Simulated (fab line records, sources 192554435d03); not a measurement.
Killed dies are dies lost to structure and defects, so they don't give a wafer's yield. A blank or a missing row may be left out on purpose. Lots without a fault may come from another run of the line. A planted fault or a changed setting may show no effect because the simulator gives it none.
Chamber matching | flow n5_finfet | N5_BEOL_M10_ILD_DEP_00 on pecvd-03: 3 sister chambers
The step deposits SiCOH lowk from DEMS/porogen, target thk 308.51 nm, time 58 s. 14 wafers are shown with their chamber, then 7 later ones without.

WAFERS WITH THEIR CHAMBER
wafer  | chamber | heater_power_w (W) | throttle_valve_pct (%) | showerhead_plenum_p_Torr (Torr)
L076.1 | 1       | 345                | 13.6                   | 5.743
L076.3 | 0       | 299                | 13.1                   | 5.726
L076.6 | 2       | 241                | 12.9                   | 5.737
L075.2 | 0       | 291                | 12.9                   | 5.719
L075.4 | 1       | 376                | 13.8                   | 5.742
L075.6 | 2       | 233                | 13.3                   | 5.736
L083.1 | 2       | 231                | 13.0                   | 5.746
L083.2 | 1       | 396                | 13.6                   | 5.745
L083.4 | 2       | 233                | 13.0                   | 5.744
L085.2 | 2       | 236                | 12.9                   | 5.738
L085.3 | 0       | 330                | 13.1                   | 5.750
L085.6 | 2       | 239                | 13.1                   | 5.757
L092.3 | 2       | 219                | 13.2                   | 5.740
L092.4 | 2       | 225                | 13.3                   | 5.747

SIGNATURES (means of the wafers above)
reading                  | chamber 0 | chamber 1 | chamber 2 | scatter within a chamber
heater_power_w           | 306.67    | 372.33    | 232.12    | 15.2
throttle_valve_pct       | 13.033    | 13.667    | 13.088    | 0.148
showerhead_plenum_p_Torr | 5.73167   | 5.74333   | 5.74313   | 0.00891
Rule: a wafer's distance from a chamber is the root of the sum, over the readings, of the square of ((its reading less the chamber's mean) divided by the reading's scatter). The wafer belongs to the nearest chamber; if the next one is less than 2 further off, it can't be placed. The scatter: the root of (the sum of the squares of (reading less its chamber's mean) over the shown wafers, divided by (wafers less chambers)).

WAFERS WITHOUT THEIR CHAMBER
wafer  | heater_power_w (W) | throttle_valve_pct (%) | showerhead_plenum_p_Torr (Torr)
L092.6 | 314                | 12.9                   | 5.731
L094.1 | 369                | 13.8                   | 5.731
L094.2 | 337                | 13.2                   | 5.742
L094.5 | 366                | 13.6                   | 5.728
L097.2 | 198                | 13.4                   | 5.750
L097.4 | 334                | 13.3                   | 5.739
L097.5 | 385                | 13.6                   | 5.741

WHICH CHAMBER EACH WENT THROUGH
wafer  | from the rows above     | in truth
L092.6 | 0                       | 0
L094.1 | 1                       | 1
L094.2 | can't be placed: 0 or 1 | 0
L094.5 | 1                       | 1
L097.2 | 2                       | 2
L097.4 | can't be placed: 0 or 1 | 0
L097.5 | 1                       | 1
Placed correctly: 5 of 7. Can't be placed from these rows: 2 (the true chamber is among the candidates in 2). Placed wrongly: 0.
